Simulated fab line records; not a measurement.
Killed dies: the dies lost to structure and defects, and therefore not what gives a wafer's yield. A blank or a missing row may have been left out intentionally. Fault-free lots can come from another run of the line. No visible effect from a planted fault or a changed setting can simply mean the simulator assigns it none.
fab line records	flow nandHarc
record: lots: 24	wafers: 72	lastDay: 33
route steps=1302 shown A_STAIRCASE@856 A_SGD_CUT@901 A_WL_FILL@956
lots with no fault: from the same line, run without faults
startH: hours from the record's first day to the start of the lot's first wafer shown	waitH: hours elapsed since this lot's preceding step	" repeats the value in the row above	L1.1+2: a single row standing in for several wafers	- either no value or no given start	* or withheld: withheld	< > ~ a bound
route shown NAME@n: NAME is a module with steps in the file, n the number in the route of the first one	usual: mean/standard deviation taken from wafers without a fault	same: alike in all rows	chamber/n: place in a boat	sites: each site's reading	_std_site: their standard deviation	_edge_site: mean of outer sites minus mean of inner sites	radiusMm: how far each site lies from the wafer's centre	mask NAME#n: copy n	behind: the last tool/chamber to shape the wafer	hold: cause of the lot's hold/its duration in hours/its outcome	device: which transistor (n, p or np) failed to switch	end of line: at the end of the route, the tests of the same wafers	where a step has no rows: the recipe by itself	killed: at the first sort, the dies lost to defects and structure; wafer yield is something else	map: per-die view of a wafer (x killed, . not killed, _ where there is no die)
set.NAME: the setting as run; set.NAME@STEP: as run at that earlier step	model.NAME: the simulator's own value behind a step, which no gauge read
one table for each step of the route and one row for each wafer, over a sample of lots
services: when a tool's chamber went out of use (startH, in hours from the record's first day, below 0 if earlier), for how many hours, and the reason
== steps ==
step: NHARC_A_STAIRCASE_DEP_325
recipe: targetThkA: 72000	tempC: 400	targetThkNm: 7200	teosFlowSccm: 200	rfW: 500	material: SiO2
usual: heaterPowerW: 657/86
lot.wafer	tool	chamber	startH	waitH	heaterPowerW	sinceWetCleanH
L074.3	pecvd-04	0	429.91	0.2	790	148
L074.5	"	2	"	"	545	-
L074.4	"	1	"	"	627	-
L075.1	pecvd-04	2	437.42	0.2	630	155
L075.4	"	1	"	"	621	-
L075.5	"	0	"	"	655	-
L076.3	pecvd-04	1	449.47	0.1	773	167
L076.1	"	0	"	"	779	168
L076.4	"	0	"	"	664	-
L077.2	pecvd-01	2	459.23	0.2	851	135
L077.6	"	2	"	"	676	-
L077.4	"	0	"	"	662	-
L079.1	pecvd-01	1	459.70	0.6	654	136
L079.2	"	2	"	"	821	136
L079.6	"	2	"	"	691	-
L078.1	pecvd-01	2	460.37	1.3	789	136
L078.4	"	2	"	"	670	-
L078.6	"	0	"	"	667	-
L080.2	pecvd-01	2	478.30	0.1	780	154
L080.1	"	0	"	"	768	154
L080.3	"	1	"	"	668	154
L081.1	pecvd-02	2	484.43	0.1	806	24
L081.3	"	0	"	"	575	24
L081.5	"	1	"	"	525	-
L082.3	pecvd-02	0	504.23	0.2	625	44
L082.1	"	1	"	"	675	44
L082.4	"	1	"	"	517	-
L085.2	pecvd-01	2	525.26	0.1	838	20
L085.3	"	0	"	"	635	20
L085.6	"	1	"	"	575	-
L083.2	pecvd-02	2	525.35	0.2	768	65
L083.4	"	1	"	"	505	-
L083.5	"	2	"	"	705	-
L084.3	pecvd-04	2	525.36	0.2	710	62
L084.1	"	0	"	"	741	62
L084.4	"	2	"	"	552	-
L086.1	pecvd-02	2	553.67	0.1	843	93
L086.6	"	0	"	"	526	-
L086.4	"	1	"	"	512	-
L087.1	pecvd-02	2	563.55	0.1	836	103
L087.3	"	1	"	"	647	103
L087.4	"	2	"	"	708	-
L089.2	pecvd-01	2	563.56	0.1	761	58
L089.1	"	1	"	"	696	59
L089.6	"	1	"	"	581	-
L088.3	pecvd-04	1	563.64	0.2	623	100
L088.6	"	0	"	"	617	-
L088.4	"	2	"	"	542	-
L090.3	pecvd-01	1	575.44	0.1	680	70
L090.5	"	2	"	"	698	-
L090.4	"	0	"	"	599	-
L092.1	pecvd-04	1	589.12	0.1	630	126
L092.2	"	0	"	"	653	126
L092.6	"	0	"	"	616	-
L091.1	pecvd-01	0	589.22	0.2	700	84
L091.2	"	2	"	"	786	84
L091.6	"	2	"	"	662	-
L093.1	pecvd-04	2	603.94	0.3	557	140
L093.5	"	0	"	"	611	-
L093.6	"	1	"	"	589	-
L096.2	pecvd-01	1	624.71	0.1	703	120
L096.1	"	2	"	"	767	120
L096.4	"	0	"	"	584	-
L095.3	pecvd-04	0	624.81	0.2	748	161
L095.1	"	1	"	"	710	161
L095.5	"	0	"	"	594	-
L094.1	pecvd-01	0	634.36	0.3	747	129
L094.4	"	2	"	"	700	-
L094.6	"	0	"	"	612	-
L097.1	pecvd-02	2	646.86	0.3	803	5
L097.6	"	1	"	"	519	-
L097.4	"	2	"	"	752	-
step: NHARC_A_STAIRCASE_STRIP_446
recipe: powerW: 1500	tempC: 250	chemistry: O2
usual: drypumpMotorCurrentA: 5.2/0.37	heaterPowerW: 347/11	rfReflPowerW: 25/4.1	tempC: 250.00/0.18
lot.wafer	tool	chamber	startH	waitH	drypumpMotorCurrentA	heaterPowerW	rfHoursCounterH	rfReflPowerW	tempC
L074.4	plasmaAsher-02	0	445.08	0.1	5.4	334	-	23	250.02
L074.3	"	1	"	"	4.7	353	-	30	250.34
L074.5	"	1	"	"	4.7	360	-	31	250.06
L075.1	plasmaAsher-02	0	452.53	0.0	5.4	333	9	23	249.99
L075.4	"	1	"	"	4.7	353	-	32	249.89
L075.5	"	0	"	"	5.4	336	-	23	249.92
L076.1	plasmaAsher-02	0	462.99	0.1	5.4	326	14	23	250.01
L076.4	"	1	"	"	4.7	351	-	32	249.96
L076.3	"	0	"	"	5.4	335	-	24	249.91
L077.2	plasmaAsher-02	1	472.80	0.1	4.7	355	18	-	250.33
L077.4	"	1	"	"	4.7	353	-	-	250.14
L077.6	"	0	"	"	5.4	332	-	-	250.05
L078.1	plasmaAsher-02	1	473.08	0.2	4.7	355	18	31	250.18
L078.4	"	0	"	"	5.3	339	-	23	249.81
L078.6	"	0	"	"	5.3	331	-	23	250.01
L079.1	plasmaAsher-02	1	473.36	0.1	4.7	354	18	32	249.77
L079.2	"	0	"	"	5.3	335	18	24	249.78
L079.6	"	0	"	"	5.4	333	-	23	250.09
L080.1	plasmaAsher-02	0	493.78	0.0	5.4	342	25	23	250.38
L080.2	"	1	"	"	4.7	363	25	32	249.66
L080.3	"	0	"	"	5.4	331	-	23	249.95
L081.1	plasmaAsher-02	0	499.00	0.5	5.4	333	27	23	250.34
L081.3	"	1	"	"	4.7	355	-	31	250.04
L081.5	"	0	"	"	5.4	338	-	23	250.18
L082.1	plasmaAsher-02	0	517.13	0.1	5.4	340	35	-	249.80
L082.3	"	1	"	"	4.7	352	-	-	250.30
L082.4	"	0	"	"	5.4	337	-	-	249.83
L083.2	plasmaAsher-01	1	539.18	0.0	5.7	353	2	20	250.35
L083.4	"	0	"	"	5.5	354	-	22	250.15
L083.5	"	0	"	"	5.6	342	-	22	250.00
L085.2	plasmaAsher-02	0	539.22	0.1	5.3	329	42	22	250.16
L085.3	"	1	"	"	4.7	358	-	32	250.17
L085.6	"	1	"	"	4.7	353	-	31	249.97
L084.1	plasmaAsher-02	1	542.00	0.1	4.7	356	42	-	249.68
L084.3	"	0	"	"	5.4	331	-	-	249.92
L084.4	"	1	"	"	4.7	359	-	-	249.67
L086.1	plasmaAsher-01	1	566.65	0.0	5.6	348	8	21	250.04
L086.4	"	0	"	"	5.6	353	-	24	249.84
L086.6	"	0	"	"	5.5	341	-	23	249.93
L087.1	plasmaAsher-02	0	576.30	0.0	5.4	340	49	-	250.08
L087.3	"	0	"	"	5.3	331	-	-	250.35
L087.4	"	1	"	"	4.7	357	-	-	250.20
L088.3	plasmaAsher-01	0	576.41	0.1	5.6	350	-	21	250.18
L088.4	"	1	"	"	5.6	354	-	21	249.82
L088.6	"	0	"	"	5.6	351	-	22	249.86
L089.1	plasmaAsher-02	1	576.58	0.1	4.7	359	49	30	249.81
L089.2	"	0	"	"	5.4	325	49	23	250.09
L089.6	"	1	"	"	4.7	357	-	29	249.98
L090.4	plasmaAsher-02	1	589.88	0.1	4.7	357	-	32	250.18
L090.3	"	0	"	"	5.3	333	-	23	249.86
L090.5	"	0	"	"	5.4	338	-	23	249.84
L092.2	plasmaAsher-01	0	604.41	0.8	5.5	352	15	21	249.88
L092.1	"	1	"	"	5.6	357	15	21	250.00
L092.6	"	0	"	"	5.5	355	-	21	249.60
L091.1	plasmaAsher-01	1	606.67	0.0	5.7	350	16	21	250.11
L091.2	"	0	"	"	5.6	348	16	23	249.86
L091.6	"	0	"	"	5.6	355	-	23	249.83
L093.1	plasmaAsher-01	0	616.28	0.0	5.6	356	20	-	250.02
L093.6	"	0	"	"	5.5	357	-	-	249.82
L093.5	"	1	"	"	5.6	354	-	-	249.82
L095.1	plasmaAsher-02	1	636.91	0.0	4.7	359	5	31	249.97
L095.3	"	0	"	"	5.4	337	-	23	249.96
L095.5	"	0	"	"	5.4	332	-	23	249.85
L096.1	plasmaAsher-01	1	637.19	0.0	5.6	348	24	-	250.07
L096.2	"	0	"	"	5.6	351	24	-	249.69
L096.4	"	0	"	"	5.5	348	-	-	249.93
L094.1	plasmaAsher-01	0	646.75	0.0	5.5	343	25	22	250.00
L094.4	"	1	"	"	5.7	349	-	22	250.00
L094.6	"	1	"	"	5.7	351	-	21	249.80
L097.1	plasmaAsher-02	0	663.48	0.1	5.3	326	9	24	249.73
L097.4	"	1	"	"	4.7	355	-	31	250.14
L097.6	"	1	"	"	4.7	358	-	30	250.03
step: NHARC_A_SGD_CUT_CD_MEAS_09
recipe: targetCdNm: 100	landingEnergyEv: 500
usual: cdNm: 99.8/0.63
lot.wafer	tool	chamber	startH	waitH	cdNm
L074.3	cdSem-03	0	448.27	-	99.9
L074.4	"	0	"	"	99.5
L074.5	"	0	"	"	99.9
L075.1	cdSem-01	0	455.98	-	100.3
L075.4	"	0	"	"	99.3
L075.5	"	0	"	"	99.5
L076.1	cdSem-01	0	466.36	-	98.7
L076.3	"	0	"	"	100.1
L076.4	"	0	"	"	99.5
L077.2	cdSem-03	0	476.18	-	99.5
L077.4	"	0	"	"	98.9
L077.6	"	0	"	"	99.7
L078.1	cdSem-01	0	476.45	-	99.5
L078.4	"	0	"	"	99.3
L078.6	"	0	"	"	99.6
L079.1	cdSem-02	0	476.74	-	99.6
L079.2	"	0	"	"	100.6
L079.6	"	0	"	"	99.5
L080.1	cdSem-03	0	497.28	-	99.2
L080.2	"	0	"	"	100.4
L080.3	"	0	"	"	100.5
L081.1	cdSem-03	0	502.41	-	99.5
L081.3	"	0	"	"	98.7
L081.5	"	0	"	"	99.2
L082.1	cdSem-01	0	520.47	-	98.6
L082.3	"	0	"	"	99.5
L082.4	"	0	"	"	98.4
L085.2	cdSem-02	0	542.55	-	98.9
L085.3	"	0	"	"	98.4
L085.6	"	0	"	"	99.3
L083.2	cdSem-03	0	542.71	-	100.3
L083.4	"	0	"	"	99.4
L083.5	"	0	"	"	99.7
L084.1	cdSem-01	0	545.33	-	100.0
L084.3	"	0	"	"	100.2
L084.4	"	0	"	"	99.9
L086.1	cdSem-02	0	569.90	-	99.6
L086.4	"	0	"	"	100.2
L086.6	"	0	"	"	100.2
L087.1	cdSem-01	0	579.71	-	99.3
L087.3	"	0	"	"	100.4
L087.4	"	0	"	"	99.8
L088.3	cdSem-03	0	579.87	-	99.3
L088.4	"	0	"	"	100.1
L088.6	"	0	"	"	100.4
L089.1	cdSem-02	0	580.01	-	100.2
L089.2	"	0	"	"	98.8
L089.6	"	0	"	"	100.5
L090.3	cdSem-01	0	593.16	-	100.0
L090.4	"	0	"	"	99.8
L090.5	"	0	"	"	100.0
L092.1	cdSem-01	0	608.00	-	100.5
L092.2	"	0	"	"	99.3
L092.6	"	0	"	"	99.3
L091.1	cdSem-03	0	609.94	-	101.0
L091.2	"	0	"	"	100.5
L091.6	"	0	"	"	99.6
L093.1	cdSem-03	0	619.66	-	99.9
L093.5	"	0	"	"	100.2
L093.6	"	0	"	"	99.6
L095.1	cdSem-01	0	640.45	-	99.6
L095.3	"	0	"	"	99.8
L095.5	"	0	"	"	98.9
L096.1	cdSem-03	0	641.24	-	100.4
L096.2	"	0	"	"	100.3
L096.4	"	0	"	"	99.6
L094.1	cdSem-02	0	650.13	-	99.5
L094.4	"	0	"	"	100.3
L094.6	"	0	"	"	100.4
L097.1	cdSem-01	0	666.85	-	100.4
L097.4	"	0	"	"	100.3
L097.6	"	0	"	"	100.1
step: NHARC_A_SGD_CUT_ETCH_58
recipe: targetDepthA: 390	overEtchFrac: 0.3	timeS: 65	ionEnergyEv: 80	cf4FlowSccm: 150	arFlowSccm: 0	rfW: 300	biasW: 100	chemistry: CF4
usual: drypumpMotorCurrentA: 5.9/0.38	oesProductAu: 1.004/0.014	rfVppV: 151.4/1.2	showerheadPlenumPTorr: 1.78/0.075	throttleValvePct: 13.284/0.0092
lot.wafer	tool	chamber	startH	waitH	drypumpMotorCurrentA	oesProductAu	rfHoursCounterH	rfVppV	showerheadPlenumPTorr	throttleValvePct
L074.3	rieDiel-07	2	448.53	0.1	5.7	1.022	14	149.9	1.65	13.291
L074.4	"	0	"	"	6.1	0.991	13	151.6	1.88	13.278
L074.5	"	2	"	"	5.7	1.023	-	150.2	1.65	13.299
L075.1	rieDiel-10	2	456.25	0.1	5.6	0.999	1	152.6	1.87	13.274
L075.4	"	1	"	"	5.9	1.008	2	150.4	1.72	13.263
L075.5	"	3	"	"	6.2	1.003	-	151.7	1.71	13.297
L076.3	rieDiel-04	1	466.63	0.1	5.2	1.016	6	150.6	1.75	13.263
L076.1	"	2	"	"	6.5	1.011	5	150.3	1.72	13.272
L076.4	"	3	"	"	5.9	1.040	5	152.1	1.88	13.295
L077.4	rieDiel-10	2	476.46	0.1	5.6	0.985	3	153.1	1.87	13.283
L077.2	"	3	"	"	6.2	1.000	2	149.6	1.71	13.297
L077.6	"	1	"	"	5.9	1.000	-	151.3	1.72	13.288
L078.4	rieDiel-04	3	476.73	0.1	5.9	1.036	6	152.5	1.88	13.273
L078.1	"	0	"	"	6.5	1.006	6	151.4	1.86	13.272
L078.6	"	3	"	"	5.9	1.042	-	152.7	1.88	13.284
L079.1	rieDiel-10	2	477.56	0.6	5.6	0.996	3	150.9	1.87	13.284
L079.2	"	0	"	"	5.5	1.025	3	152.0	1.86	13.285
L079.6	"	2	"	"	5.6	0.986	-	152.2	1.87	13.288
L080.2	rieDiel-10	0	497.55	0.1	5.4	1.023	4	152.8	1.86	13.274
L080.3	"	1	"	"	5.9	1.016	4	150.1	1.72	13.291
L080.1	"	3	"	"	6.2	1.000	4	150.3	1.71	13.287
L081.1	rieDiel-10	3	502.69	0.1	6.2	0.992	4	150.8	1.71	13.301
L081.3	"	1	"	"	5.9	1.005	5	150.2	1.72	13.293
L081.5	"	3	"	"	6.2	0.999	-	150.5	1.71	13.294
L082.3	rieDiel-07	3	520.75	0.1	6.1	0.988	4	151.8	1.80	13.285
L082.4	"	0	"	"	6.1	0.986	4	152.6	1.87	13.289
L082.1	"	1	"	"	6.4	0.996	4	149.9	1.77	13.282
L085.2	rieDiel-10	3	542.83	0.1	6.2	1.002	7	149.6	1.70	13.273
L085.3	"	0	"	"	5.5	1.028	7	153.5	1.85	13.287
L085.6	"	2	"	"	5.6	1.010	-	151.7	1.87	13.272
L083.4	rieDiel-04	1	542.98	0.1	5.2	1.010	0	150.7	1.75	13.288
L083.2	"	2	"	"	6.5	1.010	0	151.0	1.72	13.280
L083.5	"	0	"	"	6.5	1.000	-	151.9	1.86	13.295
L084.4	rieDiel-07	1	545.60	0.1	6.4	1.007	6	152.6	1.77	13.298
L084.1	"	2	"	"	5.8	1.028	6	149.6	1.65	13.288
L084.3	"	0	"	"	6.1	0.976	6	152.7	1.87	13.305
L086.4	rieDiel-04	2	570.18	0.1	6.5	1.000	2	149.9	1.72	13.275
L086.1	"	3	"	"	5.9	1.014	2	153.8	1.88	13.279
L086.6	"	1	"	"	5.2	1.022	-	149.9	1.75	13.277
L087.3	rieDiel-10	1	579.98	0.1	5.9	1.023	9	150.1	1.72	13.288
L087.1	"	2	"	"	5.6	1.000	9	153.0	1.87	13.289
L087.4	"	0	"	"	5.5	1.014	9	153.3	1.85	13.270
L088.4	rieDiel-10	0	580.28	0.2	5.5	1.026	9	150.4	1.85	13.292
L088.3	"	1	"	"	5.9	1.014	9	150.6	1.72	13.272
L088.6	"	0	"	"	5.5	1.022	-	152.8	1.85	13.284
L089.1	rieDiel-07	0	580.49	0.3	6.1	0.981	11	152.0	1.87	13.267
L089.2	"	1	"	"	6.4	0.985	10	152.1	1.77	13.291
L089.6	"	2	"	"	5.7	1.014	-	149.7	1.65	13.286
L090.3	rieDiel-10	3	593.43	0.1	6.2	0.986	10	149.2	1.70	13.296
L090.4	"	2	"	"	5.6	0.994	10	151.8	1.87	13.279
L090.5	"	3	"	"	6.2	0.985	-	151.8	1.70	13.276
L092.2	rieDiel-04	2	608.27	0.1	6.5	1.008	4	149.7	1.72	13.275
L092.1	"	3	"	"	6.0	0.994	5	153.6	1.88	13.297
L092.6	"	1	"	"	5.2	1.030	-	150.9	1.75	13.281
L091.2	rieDiel-10	2	610.22	0.1	5.6	1.003	1	151.7	1.87	13.268
L091.1	"	0	"	"	5.5	0.993	1	153.3	1.85	13.283
L091.6	"	1	"	"	5.9	0.999	-	149.2	1.72	13.272
L093.1	rieDiel-07	2	619.93	0.1	5.7	1.005	12	150.8	1.65	13.265
L093.5	"	2	"	"	5.7	1.024	-	150.1	1.65	13.292
L093.6	"	3	"	"	6.1	0.996	-	151.8	1.80	13.284
L095.3	rieDiel-04	0	640.72	0.1	6.4	1.008	6	153.5	1.85	13.297
L095.1	"	3	"	"	5.9	1.012	7	150.4	1.88	13.281
L095.5	"	1	"	"	5.2	1.008	-	150.6	1.75	13.277
L096.1	rieDiel-10	2	641.51	0.1	5.6	1.020	1	151.5	1.86	13.296
L096.2	"	3	"	"	6.2	0.986	1	150.9	1.70	13.290
L096.4	"	0	"	"	5.5	0.990	2	152.9	1.85	13.287
L094.1	rieDiel-10	1	650.41	0.1	5.9	0.999	1	150.2	1.72	13.291
L094.4	"	3	"	"	6.2	0.975	2	149.8	1.70	13.290
L094.6	"	1	"	"	5.9	0.994	-	150.6	1.72	13.270
L097.4	rieDiel-07	0	667.13	0.1	6.1	0.985	1	151.7	1.87	13.291
L097.1	"	1	"	"	6.4	0.996	1	150.1	1.77	13.302
L097.6	"	0	"	"	6.1	1.002	-	152.6	1.87	13.279
step: NHARC_A_SGD_CUT_ETCH_16
recipe: targetDepthA: 3105	timeS: 155.2	c4f8FlowSccm: withheld	o2FlowSccm: 8	arFlowSccm: withheld	rfW: 600	biasW: 800	chemistry: C4F8/O2/Ar
usual: oesProductAu: 0.971/0.02	rfVppV: 724/4.4
lot.wafer	tool	chamber	startH	waitH	oesProductAu	rfHoursCounterH	rfVppV
L074.3	rieDiel-07	2	-	-	0.981	14	715
L074.4	"	3	"	"	0.955	14	725
L074.5	"	0	"	"	0.983	-	729
L075.1	rieDiel-07	2	456.81	-	1.015	15	716
L075.4	"	3	"	"	0.987	14	725
L075.5	"	1	"	"	0.994	-	723
L076.3	rieDiel-04	2	-	-	0.980	6	720
L076.4	"	0	"	"	0.968	6	729
L076.1	"	1	"	"	0.966	6	723
L077.2	rieDiel-10	2	-	-	0.963	3	729
L077.4	"	3	"	"	0.970	3	720
L077.6	"	3	"	"	0.976	-	719
L078.4	rieDiel-04	3	-	-	1.017	6	727
L078.1	"	1	"	"	0.986	7	721
L078.6	"	3	"	"	1.030	-	730
L079.1	rieDiel-10	2	-	-	0.930	4	729
L079.2	"	0	"	"	0.963	3	728
L079.6	"	3	"	"	0.922	-	720
L080.2	rieDiel-10	2	-	-	0.963	4	729
L080.1	"	0	"	"	1.005	4	729
L080.3	"	1	"	"	0.975	4	721
L081.1	rieDiel-10	3	-	-	0.932	4	718
L081.3	"	0	"	"	0.966	4	728
L081.5	"	2	"	"	0.943	-	729
L082.3	rieDiel-07	3	-	-	0.956	4	724
L082.1	"	0	"	"	0.969	4	728
L082.4	"	1	"	"	0.991	4	724
L085.3	rieDiel-10	2	-	-	0.971	7	730
L085.2	"	0	"	"	1.011	7	728
L085.6	"	2	"	"	0.977	-	729
L083.2	rieDiel-04	2	-	-	0.995	1	721
L083.4	"	1	"	"	0.995	0	722
L083.5	"	3	"	"	0.975	-	729
L084.1	rieDiel-07	1	-	-	0.976	6	724
L084.3	"	2	"	"	0.996	6	716
L084.4	"	3	"	"	0.976	7	724
L086.1	rieDiel-04	1	-	-	0.961	2	723
L086.4	"	0	"	"	0.961	2	730
L086.6	"	2	"	"	0.946	-	722
L087.3	rieDiel-10	3	-	-	0.957	9	721
L087.1	"	0	"	"	0.977	9	727
L087.4	"	1	"	"	0.967	9	721
L088.3	rieDiel-10	3	-	-	0.955	9	720
L088.4	"	0	"	"	0.995	9	727
L088.6	"	1	"	"	0.963	-	721
L089.2	rieDiel-07	0	-	-	0.932	11	730
L089.1	"	3	"	"	0.953	11	725
L089.6	"	0	"	"	0.929	-	730
L090.3	rieDiel-10	2	-	-	0.979	10	727
L090.4	"	0	"	"	0.996	11	728
L090.5	"	3	"	"	0.961	-	720
L092.1	rieDiel-04	1	-	-	0.994	4	722
L092.2	"	2	"	"	0.981	5	722
L092.6	"	3	"	"	0.990	-	728
L091.1	rieDiel-10	0	-	-	0.956	1	728
L091.2	"	1	"	"	0.968	0	721
L091.6	"	3	"	"	0.952	-	719
L093.1	rieDiel-07	3	-	-	0.968	14	724
L093.5	"	1	"	"	0.989	-	723
L093.6	"	2	"	"	0.990	-	716
L095.3	rieDiel-04	1	-	-	0.951	6	722
L095.1	"	3	"	"	0.967	7	730
L095.5	"	0	"	"	0.960	-	727
L096.1	rieDiel-10	0	-	-	0.985	2	727
L096.4	"	1	"	"	0.966	1	718
L096.2	"	2	"	"	0.987	2	727
L094.1	rieDiel-10	2	-	-	0.975	2	728
L094.4	"	0	"	"	0.973	2	729
L094.6	"	1	"	"	0.957	-	722
L097.4	rieDiel-07	2	-	-	0.982	1	717
L097.1	"	1	"	"	0.995	2	723
L097.6	"	3	"	"	0.953	-	724
step: NHARC_A_WL_FILL_CVD_03
recipe: targetThkA: 400	tempC: 300	pressureTorr: 40	wf6FlowSccm: 40	h2FlowSccm: 1600	arFlowSccm: 1560	timeS: 279	material: W
usual: heaterPowerW: 493/48	throttleValvePct: 8.15/0.24
lot.wafer	tool	chamber	startH	waitH	heaterPowerW	sinceWetCleanH	throttleValvePct
L074.3	cvdW-01	0	475.12	0.2	400	-	8.22
L074.4	"	1	"	"	499	-	8.05
L074.5	"	0	"	"	417	-	8.31
L075.1	cvdW-01	1	488.32	0.1	515	109	8.08
L075.4	"	1	"	"	517	-	8.13
L075.5	"	0	"	"	415	-	8.20
L076.1	cvdW-01	0	492.88	0.1	412	114	7.95
L076.4	"	1	"	"	516	-	7.80
L076.3	"	0	"	"	415	-	7.94
L078.1	cvdW-01	0	502.46	0.1	420	123	8.06
L078.4	"	1	"	"	508	-	8.00
L078.6	"	0	"	"	424	-	8.31
L077.2	cvdW-02	1	504.31	0.1	553	41	8.32
L077.4	"	1	"	"	567	-	8.43
L077.6	"	1	"	"	552	-	8.48
L079.2	cvdW-02	1	507.70	0.1	561	45	8.68
L079.1	"	0	"	"	461	45	7.96
L079.6	"	0	"	"	455	-	7.89
L080.1	cvdW-01	0	524.11	0.1	421	145	8.11
L080.2	"	1	"	"	507	145	7.93
L080.3	"	0	"	"	425	-	8.18
L081.1	cvdW-01	1	528.86	0.1	507	150	7.64
L081.3	"	1	"	"	506	-	8.00
L081.5	"	0	"	"	416	-	8.22
L082.1	cvdW-02	1	549.95	0.1	576	87	8.45
L082.4	"	0	"	"	451	-	8.28
L082.3	"	1	"	"	561	-	8.29
L084.1	cvdW-02	1	569.77	0.1	550	107	8.54
L084.3	"	1	"	"	560	-	8.65
L084.4	"	0	"	"	468	-	8.37
L085.2	cvdW-01	1	570.02	0.1	524	10	8.40
L085.3	"	1	"	"	537	-	8.53
L085.6	"	0	"	"	453	-	8.17
L083.2	cvdW-02	1	573.84	0.1	560	111	8.21
L083.4	"	1	"	"	574	-	8.35
L083.5	"	1	"	"	560	-	8.34
L086.1	cvdW-02	0	602.06	0.1	462	139	8.08
L086.4	"	1	"	"	571	-	8.57
L086.6	"	0	"	"	462	-	8.23
L087.1	cvdW-02	1	607.38	0.1	559	144	8.34
L087.4	"	1	"	"	562	-	8.70
L087.3	"	0	"	"	470	-	8.28
L088.4	cvdW-01	1	607.66	0.2	535	-	8.03
L088.3	"	0	"	"	459	-	7.90
L088.6	"	0	"	"	452	-	7.99
L089.2	cvdW-01	0	612.70	0.1	449	53	8.07
L089.1	"	1	"	"	525	53	8.26
L089.6	"	0	"	"	431	-	8.06
L090.4	cvdW-02	1	619.69	0.2	563	-	8.34
L090.3	"	0	"	"	464	-	8.27
L090.5	"	1	"	"	556	-	8.48
L092.1	cvdW-01	1	634.81	0.1	535	75	8.07
L092.2	"	0	"	"	441	75	8.31
L092.6	"	0	"	"	455	-	7.76
L091.2	cvdW-01	1	635.12	0.4	524	75	8.30
L091.1	"	0	"	"	448	75	8.03
L091.6	"	1	"	"	525	-	8.15
L093.1	cvdW-02	0	649.22	0.1	481	5	8.08
L093.5	"	0	"	"	480	-	7.89
L093.6	"	1	"	"	524	-	8.22
L095.1	cvdW-02	1	668.28	0.1	519	24	8.40
L095.3	"	0	"	"	474	-	8.14
L095.5	"	0	"	"	481	-	7.92
L096.2	cvdW-02	0	668.54	0.2	482	25	7.90
L096.1	"	1	"	"	514	25	8.23
L096.4	"	0	"	"	474	-	8.04
L094.1	cvdW-02	1	679.06	0.1	534	35	8.35
L094.4	"	1	"	"	531	-	8.22
L094.6	"	0	"	"	467	-	7.92
L097.1	cvdW-02	1	694.14	0.1	528	50	8.21
L097.4	"	1	"	"	529	-	8.21
L097.6	"	0	"	"	477	-	7.90
== services ==
tool	chamber	startH	hours	kind
plasmaAsher-01	-	406.42	109.0	repair
rieDiel-07	3	414.48	4.2	repair
rieDiel-10	-	419.50	9.0	pm
pecvd-04	1	420.63	5.9	repair
plasmaAsher-02	-	426.65	9.0	pm
cvdW-02	-	450.00	13.0	pm
pecvd-04	-	450.61	13.0	pm
rieDiel-07	-	471.24	9.0	pm
pecvd-01	-	492.22	13.0	pm
cvdW-01	0	515.50	3.3	repair
plasmaAsher-01	-	519.00	9.0	pm
rieDiel-04	-	531.91	9.0	pm
cvdW-01	-	547.00	13.0	pm
rieDiel-04	1	589.22	7.0	repair
rieDiel-10	-	596.50	9.0	pm
plasmaAsher-02	-	603.65	9.0	pm
rieDiel-04	0	608.27	10.2	repair
rieDiel-10	1	617.49	7.7	repair
rieDiel-10	3	626.86	4.2	repair
cvdW-02	-	631.00	13.0	pm
rieDiel-07	3	635.06	9.8	repair
rieDiel-04	2	643.02	8.9	repair
rieDiel-07	-	648.24	9.0	pm
pecvd-01	-	673.22	13.0	pm
== key ==
fault none
